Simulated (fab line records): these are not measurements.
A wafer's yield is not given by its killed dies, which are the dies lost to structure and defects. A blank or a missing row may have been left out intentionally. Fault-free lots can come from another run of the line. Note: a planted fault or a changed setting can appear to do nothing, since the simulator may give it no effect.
Split-lot trial / flow n5 finfet / on a route of 1938 steps: 7 lots, 21 wafers read

== SPLIT DETAILS ==
At N5_BEOL_M5_ETCH_72 (etches underlayer in N2/H2, target depth 6.5 nm, time 5.2 s), the setting bias w was moved away from the recipe's 150 W on 8 of the 21 wafers read, by -7.5% to +17.4%. The other wafers ran this setting at the recipe's value.

The reading is taken at the split's own step.

== THE READING ==
rf vpp V, in V, at N5_BEOL_M5_ETCH_72 (etches underlayer in N2/H2, target depth 6.5 nm, time 5.2 s). Typical for fault-free wafers on this fab line: 523.6 V, with standard deviation 2.8 V.

wafer=L075.1; tool, chamber at the split=rie diel-06, 2; bias w as run, W=162.9; against the recipe=+8.6%; rf vpp V, V=549.7; against lot-mates on the recipe=+27.2
wafer=L075.3; tool, chamber at the split=rie diel-06, 0; bias w as run, W=150; against the recipe=recipe; rf vpp V, V=526.2; against lot-mates on the recipe=-
wafer=L075.4; tool, chamber at the split=rie diel-06, 1; bias w as run, W=150; against the recipe=recipe; rf vpp V, V=518.8; against lot-mates on the recipe=-
wafer=L077.2; tool, chamber at the split=rie diel-05, 0; bias w as run, W=150; against the recipe=recipe; rf vpp V, V=523.8; against lot-mates on the recipe=-
wafer=L077.3; tool, chamber at the split=rie diel-05, 3; bias w as run, W=150; against the recipe=recipe; rf vpp V, V=522.2; against lot-mates on the recipe=-
wafer=L077.4; tool, chamber at the split=rie diel-05, 2; bias w as run, W=150; against the recipe=recipe; rf vpp V, V=523.7; against lot-mates on the recipe=-
wafer=L078.2; tool, chamber at the split=rie diel-06, 0; bias w as run, W=176.1; against the recipe=+17.4%; rf vpp V, V=584.7; against lot-mates on the recipe=+61.6
wafer=L078.4; tool, chamber at the split=rie diel-06, 2; bias w as run, W=150; against the recipe=recipe; rf vpp V, V=523.1; against lot-mates on the recipe=-
wafer=L078.5; tool, chamber at the split=rie diel-06, 1; bias w as run, W=176.1; against the recipe=+17.4%; rf vpp V, V=577.1; against lot-mates on the recipe=+54.0
wafer=L081.3; tool, chamber at the split=rie diel-06, 0; bias w as run, W=138.8; against the recipe=-7.5%; rf vpp V, V=502.4; against lot-mates on the recipe=-17.8
wafer=L081.4; tool, chamber at the split=rie diel-06, 1; bias w as run, W=138.8; against the recipe=-7.5%; rf vpp V, V=495.4; against lot-mates on the recipe=-24.8
wafer=L081.6; tool, chamber at the split=rie diel-06, 1; bias w as run, W=150; against the recipe=recipe; rf vpp V, V=520.2; against lot-mates on the recipe=-
wafer=L079.3; tool, chamber at the split=rie diel-01, 2; bias w as run, W=150; against the recipe=recipe; rf vpp V, V=526.7; against lot-mates on the recipe=-
wafer=L079.4; tool, chamber at the split=rie diel-01, 1; bias w as run, W=150; against the recipe=recipe; rf vpp V, V=526.4; against lot-mates on the recipe=-
wafer=L079.6; tool, chamber at the split=rie diel-01, 2; bias w as run, W=150; against the recipe=recipe; rf vpp V, V=524.9; against lot-mates on the recipe=-
wafer=L082.2; tool, chamber at the split=rie diel-05, 0; bias w as run, W=150; against the recipe=recipe; rf vpp V, V=525.2; against lot-mates on the recipe=-
wafer=L082.4; tool, chamber at the split=rie diel-05, 1; bias w as run, W=150; against the recipe=recipe; rf vpp V, V=521.6; against lot-mates on the recipe=-
wafer=L082.5; tool, chamber at the split=rie diel-05, 1; bias w as run, W=168.8; against the recipe=+12.5%; rf vpp V, V=560.1; against lot-mates on the recipe=+36.7
wafer=L088.3; tool, chamber at the split=rie diel-01, 2; bias w as run, W=174.3; against the recipe=+16.2%; rf vpp V, V=578.4; against lot-mates on the recipe=+50.1
wafer=L088.5; tool, chamber at the split=rie diel-01, 2; bias w as run, W=174.3; against the recipe=+16.2%; rf vpp V, V=577.4; against lot-mates on the recipe=+49.1
wafer=L088.6; tool, chamber at the split=rie diel-01, 3; bias w as run, W=150; against the recipe=recipe; rf vpp V, V=528.3; against lot-mates on the recipe=-

FIT RESULTS
A straight line over all 21 wafers: rf vpp V changes by +3.26 V for each +1% of bias w; r = +0.99; the points scatter about the line by 3 V.
The same after taking each lot's own level away (the mean of its wafers on the recipe; 21 wafers): +3.13 V for each +1%; r = +0.99; scatter 2.6 V.
On that fit, the largest move of bias w shifts the reading by 54 V.
The lots' own levels span 520.20 to 528.30 V, that is 2.9 times the standard deviation above.
Consequently the slope shifts little with the lot-to-lot level, the two slopes agreeing.
Check: with one of the wafers moved furthest among these (+17.4%) left out of the fit, the line predicts +53 V for it against its lot-mates. Against them it came out at +61.6 V.
Tool readings at the split's step, against how far the setting was moved: rf vpp V r = +0.99.

== FURTHER SPLITS ON THESE WAFERS ==
These wafers also went through other splits before the reading. Each is held against what the fit with the lots' levels taken away leaves over:
other split on the same wafers=N5_MOL_CONTACT_COAG_ALD_133 ald cycles; wafers away from the commonest value=6; r with rf vpp V (lot level and that fit taken away)=-0.03
other split on the same wafers=N5_MOL_CONTACT_COAG_ETCH_67 source w; wafers away from the commonest value=9; r with rf vpp V (lot level and that fit taken away)=+0.25
other split on the same wafers=N5_BEOL_M0_SAQP_ETCH_107 bias w; wafers away from the commonest value=8; r with rf vpp V (lot level and that fit taken away)=-0.03
other split on the same wafers=N5_BEOL_M0_DEP_125 time s; wafers away from the commonest value=6; r with rf vpp V (lot level and that fit taken away)=-0.38
other split on the same wafers=N5_BEOL_M1_EXPOSE_25 dose mj; wafers away from the commonest value=8; r with rf vpp V (lot level and that fit taken away)=+0.03
other split on the same wafers=N5_BEOL_M3_ILD_DEP_00 time s; wafers away from the commonest value=13; r with rf vpp V (lot level and that fit taken away)=-0.05
other split on the same wafers=N5_BEOL_M4_ETCH_70 bias w; wafers away from the commonest value=7; r with rf vpp V (lot level and that fit taken away)=+0.04

== THE FILE'S OWN FIT ==
rf vpp V changes by +3.12 V for each +1% of bias w, r = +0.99.
